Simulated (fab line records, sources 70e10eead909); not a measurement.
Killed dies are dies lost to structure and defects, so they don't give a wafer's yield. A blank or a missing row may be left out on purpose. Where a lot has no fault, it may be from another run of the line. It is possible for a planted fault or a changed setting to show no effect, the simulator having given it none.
Struck lot and sound lot, side by side + flow nand-harc + 13 out of 1302 route steps
Sound: wafers L459.1, L459.3, L459.4. The struck wafers were L471.3, L471.4, L471.5. The cause is given at the end.
Each step with rows lists, per side, the tool, then ch with its chambers, then its first start. Under that, the readings that differ: sound wafers + struck wafers + difference of the means + sigmas: that difference in standard deviations of wafers without a fault.
alike: a reading whose means differ by less than 2 such deviations, as well as words and numbers matching on both sides. not compared: withheld readings; readings where some wafer has no value; bounds like >300 that might hide an equal value; numbers whose values overlap and for which the record gives no deviation.
A row with sigmas, a row that says differs or no value, or rows on one side alone: a step with any of these is where the two part. When numbers do not overlap yet have no deviation, they are printed without sigmas and do not part them. A reading that every wafer of one side lacks parts them only if that side has two wafers or more.

first, 1 step without rows for these wafers: NHARC_A_M1_DEGAS_29 (time 60 s).
NHARC_A_M1_PRE_CLEAN_30: time 30 s.
  sound on pvd-sputter-02; struck on pvd-sputter-02
  alike: heater-power-w, susceptor-temp-C
then, 1 step without rows for these wafers: NHARC_A_M1_PVD_20 (deposits TaN, target thk 5 nm, time 8.06 s).
NHARC_A_M1_PVD_21: deposits Cu, target thk 30 nm, time 20.49 s.
  sound on pvd-sputter-02; struck on pvd-sputter-02
  alike: throttle-valve-pct
then, 1 step without rows for these wafers: NHARC_A_M1_ECD_22 (material Cu, target thk 400 nm).
NHARC_A_M1_ANNEAL_31: time 90 s.
  sound on rtp-anneal-02 ch 0, day 23 06:21; struck on rtp-anneal-01 ch 0, day 29 00:16
  alike: wafer_temp_C_max
NHARC_A_M1_CMP_23: polishes, t overpolish 20 s, target thk 154.34 nm.
  sound on cmp-02 ch 0,1,3, day 23 06:44; struck on cmp-03 ch 0,3, day 29 00:31
  alike: motor-current-A, time-to-endpoint-s
NHARC_A_M1_THK_MEAS_24: measures by xrf.
  struck on film-metro-02, day 29 00:50; sound on film-metro-02, day 23 07:01
  alike: thk-nm
following that, these wafers have no rows for 1 step: NHARC_A_M1_SRD_25.
NHARC_A_M1_INSPECT_27:
  struck on defect-inspect-01, day 29 00:59; sound on defect-inspect-01, day 23 07:10
  alike: raw-defect-count
then, 1 step without rows for these wafers: NHARC_A_M1_PRE_CLEAN_32 (time 12 s).
NHARC_A_M1_DEP_33: deposits SiCN, target thk 30 nm.
  sound on pecvd-02 ch 1,2, day 23 07:19; struck on pecvd-04 ch 0,2, day 29 01:13
| reading            | sound             | struck            | difference | sigmas |
|--------------------|-------------------|-------------------|------------|--------|
| rf-fwd-power-W (W) | 447.1 448.5 447.4 | 378.4 378.3 377.8 | -69.5      | -50    |
  alike: chamber-pressure-Torr, heater-power-w, susceptor-temp-C
NHARC_A_BONDPAD_DEP_00: deposits SiCN, target thk 250 nm.
  sound on pecvd-03 ch 1,2, day 23 07:55; struck on pecvd-02 ch 0,2, day 29 01:44
| reading                      | sound             | struck            | difference | sigmas |
|------------------------------|-------------------|-------------------|------------|--------|
| chamber-pressure-Torr (Torr) | 2.989 2.987 2.991 | 3.018 3.008 3.007 | +0.022     | +3     |
  alike: heater-power-w, rf-fwd-power-W, susceptor-temp-C

WHERE THEY PART
First at NHARC_A_M1_DEP_33; last, within this record, at NHARC_A_BONDPAD_DEP_00.

WHY: what the simulator had put in
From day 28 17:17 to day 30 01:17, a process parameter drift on pecvd-04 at NHARC_A_M1_DEP_33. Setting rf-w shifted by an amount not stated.
